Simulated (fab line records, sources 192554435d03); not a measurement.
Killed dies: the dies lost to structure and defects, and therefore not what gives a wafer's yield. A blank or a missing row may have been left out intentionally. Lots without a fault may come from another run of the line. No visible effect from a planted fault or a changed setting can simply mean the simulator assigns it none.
Lot-split experiment	flow n5-finfet	on a route of 1938 steps: 7 lots, 21 wafers read

## THE SPLIT ITSELF
At N5_BEOL_M15_EXPOSE_25 (exposes mask M15, target cd 400 nm), the setting dose-mj was moved away from the recipe's 35.5 on 7 of the 21 wafers read, by -6.7% to +6.3%. The other wafers ran this setting at the recipe's value.

## FROM THE SPLIT TO THE READING: what the file shows between them, 3 steps
- N5_BEOL_M15_PEB_26: peb time 90 s
- N5_BEOL_M15_DEVELOP_27: develop time 45 s
- N5_BEOL_M15_HARDBAKE_32: time 120 s

## THE READING
At N5_BEOL_M15_CD_MEAS_28: cd-nm in nanometres, against a target cd of 407.6 nm. A value of 407.8 nm with a standard deviation of 1.4 nm is what fault-free wafers of this fab line usually give.

wafer	tool, chamber at the split	dose-mj as run	against the recipe	cd-nm, nm	against lot-mates on the recipe
L075.2	krf-scanner-02, 0	35.5	recipe	407.1	-
L075.4	krf-scanner-02, 0	37.74	+6.3%	417.1	+9.6
L075.6	krf-scanner-02, 0	35.5	recipe	408.0	-
L074.3	krf-scanner-01, 0	37.37	+5.3%	416.1	+8.0
L074.5	krf-scanner-01, 0	35.5	recipe	408.1	-
L074.6	krf-scanner-01, 0	37.37	+5.3%	416.1	+8.0
L077.2	krf-scanner-02, 0	35.5	recipe	405.6	-
L077.3	krf-scanner-02, 0	35.5	recipe	404.7	-
L077.4	krf-scanner-02, 0	35.5	recipe	408.3	-
L079.1	krf-scanner-02, 0	34.45	-3.0%	401.5	-4.0
L079.2	krf-scanner-02, 0	34.45	-3.0%	402.0	-3.5
L079.6	krf-scanner-02, 0	35.5	recipe	405.5	-
L085.2	krf-scanner-01, 0	35.5	recipe	407.6	-
L085.5	krf-scanner-01, 0	35.5	recipe	406.2	-
L085.6	krf-scanner-01, 0	35.5	recipe	408.6	-
L089.1	krf-scanner-01, 0	35.5	recipe	408.1	-
L089.3	krf-scanner-01, 0	35.5	recipe	409.3	-
L089.6	krf-scanner-01, 0	35.5	recipe	408.2	-
L097.1	krf-scanner-01, 0	33.11	-6.7%	397.3	-11.9
L097.2	krf-scanner-01, 0	35.5	recipe	409.2	-
L097.4	krf-scanner-01, 0	33.11	-6.7%	398.3	-10.9

FIT RESULTS
A straight line over all 21 wafers: cd-nm changes by +1.55 nm for each +1% of dose-mj; r = +0.97; the points scatter about the line by 1.3 nm.
The same after taking each lot's own level away (the mean of its wafers on the recipe; 21 wafers): +1.57 nm for each +1%; r = +0.99; scatter 0.89 nm.
The reading moves by 11 nm for the largest change in dose-mj, on that fit.
The lots' own levels span 405.50 to 409.20 nm, that is 2.6 times the standard deviation above.
The two slopes agree, so the slope changes little with the lot-to-lot level.
Check: with one of the wafers moved furthest among these (-6.7%) left out of the fit, the line predicts -10.2 nm for it against its lot-mates. It came out at -11.9 nm against them.

## OTHER SPLITS ON THESE WAFERS
Note: prior to the reading, these wafers also went through further splits. Each is held against what the fit with the lots' levels taken away leaves over:
other split on the same wafers	wafers away from the commonest value	r with cd-nm (lot level and that fit taken away)
N5_BEOL_M12_DEP_53 time-s	7	-0.06
N5_BEOL_M13_COAT_58 spin-rpm	8	-0.12
N5_BEOL_M14_DEP_53 time-s	7	-0.20
N5_BEOL_M15_ILD_DEP_00 time-s	5	-0.21

## THE WHOLE CHAIN: every reading that the file lists as answering this split, in the file's order
step	what it does	reading	change (the file's fit)	r (the file's)
N5_BEOL_M15_CD_MEAS_28	target cd 407.6 nm	cd-nm	+1.56 nm for each +1% of the setting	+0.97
N5_BEOL_M15_DESCUM_33	chemistry O2, time 7.9 s	BEOL_M15.cd-nm (the simulator's own value, which no gauge read)	+1.54 nm for each +1% of the setting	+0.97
N5_BEOL_M15_ETCH_61	etches BARC in N2/H2, target depth 89 nm, overetch 26.7 nm, time 67.9 s	BEOL_M15.cd-nm (the simulator's own value, which no gauge read)	+1.56 nm for each +1% of the setting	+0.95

## THE FILE'S OWN FIT
cd-nm changes by +1.56 nm for each +1% of dose-mj, r = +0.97.
